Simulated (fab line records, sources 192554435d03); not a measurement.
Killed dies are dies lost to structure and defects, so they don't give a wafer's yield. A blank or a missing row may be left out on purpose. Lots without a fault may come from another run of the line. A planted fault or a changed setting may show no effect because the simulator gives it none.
Chamber matching | flow n5_finfet | N5_BEOL_M6_DEP_56 on pecvd-04: 3 sister chambers
The step deposits SiCN from 3MS/NH3, target thk 10 nm, time 17.5 s. 14 wafers are shown with their chamber, then 7 later ones without.

WAFERS WITH THEIR CHAMBER
wafer  | chamber | showerhead_vpp_V (V) | showerhead_plenum_p_Torr (Torr) | chamber_pressure_Torr (Torr)
L076.3 | 0       | 764                  | 3.673                           | 2.994
L076.4 | 2       | 876                  | 3.668                           | 2.992
L076.6 | 0       | 774                  | 3.658                           | 2.992
L080.2 | 0       | 782                  | 3.659                           | 2.997
L080.3 | 0       | 770                  | 3.672                           | 2.994
L080.5 | 1       | 870                  | 3.638                           | 2.999
L085.1 | 0       | 788                  | 3.659                           | 2.994
L085.4 | 0       | 770                  | 3.668                           | 2.994
L085.5 | 1       | 850                  | 3.650                           | 2.997
L086.3 | 2       | 908                  | 3.680                           | 2.989
L086.5 | 2       | 893                  | 3.680                           | 2.999
L086.6 | 0       | 788                  | 3.666                           | 2.992
L088.2 | 1       | 861                  | 3.642                           | 3.003
L088.3 | 2       | 903                  | 3.675                           | 3.002

SIGNATURES (means of the wafers above)
reading                  | chamber 0 | chamber 1 | chamber 2 | scatter within a chamber
showerhead_vpp_V         | 776.57    | 860.33    | 895.00    | 11
showerhead_plenum_p_Torr | 3.66500   | 3.64333   | 3.67575   | 0.00615
chamber_pressure_Torr    | 2.99386   | 2.99967   | 2.99550   | 0.00362
Rule: a wafer's distance from a chamber is the root of the sum, over the readings, of the square of ((its reading less the chamber's mean) divided by the reading's scatter). The wafer belongs to the nearest chamber; if the next one is less than 2 further off, it can't be placed. The scatter: the root of (the sum of the squares of (reading less its chamber's mean) over the shown wafers, divided by (wafers less chambers)).

WAFERS WITHOUT THEIR CHAMBER
wafer  | showerhead_vpp_V (V) | showerhead_plenum_p_Torr (Torr) | chamber_pressure_Torr (Torr)
L088.4 | 773                  | 3.667                           | 2.992
L092.4 | 855                  | 3.649                           | 2.991
L092.5 | 893                  | 3.669                           | 2.995
L092.6 | 779                  | 3.664                           | 2.998
L097.2 | 776                  | 3.670                           | 2.999
L097.3 | 893                  | 3.679                           | 3.001
L097.5 | 887                  | 3.676                           | 3.005

WHICH CHAMBER EACH WENT THROUGH
wafer  | from the rows above | in truth
L088.4 | 0                   | 0
L092.4 | 1                   | 1
L092.5 | 2                   | 2
L092.6 | 0                   | 0
L097.2 | 0                   | 0
L097.3 | 2                   | 2
L097.5 | 2                   | 2
Placed correctly: 7 of 7. Can't be placed from these rows: 0. Placed wrongly: 0.
